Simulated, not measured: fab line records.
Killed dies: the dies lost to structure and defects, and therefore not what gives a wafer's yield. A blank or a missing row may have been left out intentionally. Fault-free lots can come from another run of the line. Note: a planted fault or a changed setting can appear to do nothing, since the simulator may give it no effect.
fab line records + flow n5_finfet
[record]
- lots = 7
- wafers = 21
route steps=1938 shown BEOL_M13@1680 PASS1_CAP@1874
start_h: start of the lot's first displayed wafer, in hours after the record's first day + wait_h: how many hours have passed since the lot's step before this one + " as in the row above + L1.1+2: a single row standing in for several wafers + - no value present, or no start provided + * or withheld: withheld + < > ~ a bound
route shown NAME@n: names a module that has steps shown in the file, with the first one's number in the route + usual: mean/standard deviation of fault-free wafers + same: alike in all rows + chamber/n: place in a boat + sites: each site's reading + _std_site: how widely they spread, as a standard deviation + _edge_site: inner sites' mean taken away from outer sites' mean + radius_mm: for every site, how far away it sits from the centre of the wafer + mask NAME#n: copy n + behind: the tool/chamber that last shaped the wafer + hold: why the lot was held/for how many hours/how that ended + device: transistor that didn't switch, given as n, p or np + end of line: the same wafers' tests at the end of the route + a step with no rows: only its recipe + killed: the dies lost at the first sort to structure and to defects; this is not the yield of the wafer + map: shows each die of a wafer: x if killed, . if not, _ if none is there
set.NAME: the setting that was run; set.NAME@STEP: the one run at that earlier step + model.NAME: the simulator's own value behind a step, which no gauge read
lots whose settings were changed on purpose; a table a step, a row a wafer
[[steps]]
[step N5_BEOL_M13_COAT_65]
[recipe]
- resist = SOC
- temp_c = 250
- time_s = 60
- spin_rpm = 1500
- resist_thk_nm = 350
| lot.wafer | tool           | chamber | start_h | wait_h | set.spin_rpm | model.SOC_of_BEOL_M13_COAT_65.thk_nm |
|-----------|----------------|---------|---------|--------|--------------|--------------------------------------|
| L075.2    | litho_track-01 | 0       | 287.48  | 0.0    | 1640         | 335.6                                |
| L075.3    | "              | 0       | "       | "      | 1500         | 350.8                                |
| L075.6    | "              | 0       | "       | "      | 1640         | 334.2                                |
| L079.1    | litho_track-01 | 0       | 309.25  | 0.0    | 1338         | 371.4                                |
| L079.2    | "              | 0       | "       | "      | 1338         | 370.8                                |
| L079.5    | "              | 0       | "       | "      | 1500         | 350.4                                |
| L085.1    | litho_track-01 | 0       | 348.29  | 0.0    | 1500         | 352.2                                |
| L085.4    | "              | 0       | "       | "      | 1500         | 350.8                                |
| L085.5    | "              | 0       | "       | "      | 1500         | 351                                  |
| L088.2    | litho_track-01 | 0       | 358.27  | 0.0    | 1649         | 332.6                                |
| L088.4    | "              | 0       | "       | "      | 1500         | 350.2                                |
| L088.5    | "              | 0       | "       | "      | 1649         | 332.4                                |
| L087.2+6  | litho_track-01 | 0       | 364.82  | 0.0    | 1500         | 351.6                                |
| L087.5    | "              | 0       | "       | "      | 1500         | 350.6                                |
| L092.1    | litho_track-03 | 0       | 398.74  | 0.0    | 1500         | 348.6                                |
| L092.2    | "              | 0       | "       | "      | 1500         | 348.8                                |
| L092.5    | "              | 0       | "       | "      | 1500         | 347                                  |
| L097.2    | litho_track-02 | 0       | 428.80  | 0.0    | 1500         | 349.4                                |
| L097.3    | "              | 0       | "       | "      | 1585         | 340                                  |
| L097.4    | "              | 0       | "       | "      | 1585         | 341.2                                |
[step N5_PASSIVATION_PECVD_01]
[recipe]
- material = SiNx
- target_thk_a = 2000
- temp_c = 400
- precursor = SiH4/NH3/N2
- pressure_torr = 4.9
- rf_w = 1406
- time_s = 43.2
| lot.wafer | tool     | chamber | start_h | wait_h | set.time_s | model.SiNx_of_PASSIVATION_PECVD_01.thk_nm |
|-----------|----------|---------|---------|--------|------------|-------------------------------------------|
| L075.2    | pecvd-04 | 2       | 310.52  | 0.0    | 43.2       | 204.4                                     |
| L075.3    | "        | 1       | "       | "      | 43.2       | 196.2                                     |
| L075.6    | "        | 2       | "       | "      | 43.2       | 205.8                                     |
| L079.1    | pecvd-01 | 1       | 336.18  | 0.0    | 43.2       | 203.2                                     |
| L079.2    | "        | 0       | "       | "      | 45.26      | 208                                       |
| L079.5    | "        | 2       | "       | "      | 45.26      | 210.8                                     |
| L085.1    | pecvd-04 | 2       | 371.79  | 0.0    | 43.2       | 198.8                                     |
| L085.4    | "        | 1       | "       | "      | 43.2       | 197.8                                     |
| L085.5    | "        | 0       | "       | "      | 46.56      | 219.4                                     |
| L088.2    | pecvd-01 | 2       | 387.95  | 0.0    | 43.2       | 198.4                                     |
| L088.4    | "        | 2       | "       | "      | 40.74      | 191.6                                     |
| L088.5    | "        | 1       | "       | "      | 43.2       | 203.6                                     |
| L087.2    | pecvd-03 | 0       | 390.25  | 0.0    | 43.2       | 193.8                                     |
| L087.5    | "        | 2       | "       | "      | 43.2       | 202.2                                     |
| L087.6    | "        | 1       | "       | "      | 43.2       | 199.6                                     |
| L092.1    | pecvd-04 | 2       | 429.08  | 0.0    | 41.08      | 193.4                                     |
| L092.2    | "        | 0       | "       | "      | 43.2       | 198.8                                     |
| L092.5    | "        | 0       | "       | "      | 41.08      | 194.2                                     |
| L097.2    | pecvd-04 | 1       | 469.74  | 0.0    | 43.2       | 202                                       |
| L097.3    | "        | 1       | "       | "      | 48.94      | 229                                       |
| L097.4    | "        | 0       | "       | "      | 43.2       | 204.4                                     |
[[key]]
[split]
- step = N5_BEOL_M13_COAT_65
- setting = spin_rpm
- stated = 1500
- by = wafer
[response]
- step = N5_BEOL_M13_COAT_65
- reading = model.SOC_of_BEOL_M13_COAT_65.thk_nm
- change = -1.79
- per = 1%
- r = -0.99
[split]
- step = N5_PASSIVATION_PECVD_01
- setting = time_s
- stated = 43.2
- by = wafer
[response]
- step = N5_PASSIVATION_PECVD_01
- reading = model.SiNx_of_PASSIVATION_PECVD_01.thk_nm
- change = +1.94
- per = 1%
- r = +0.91
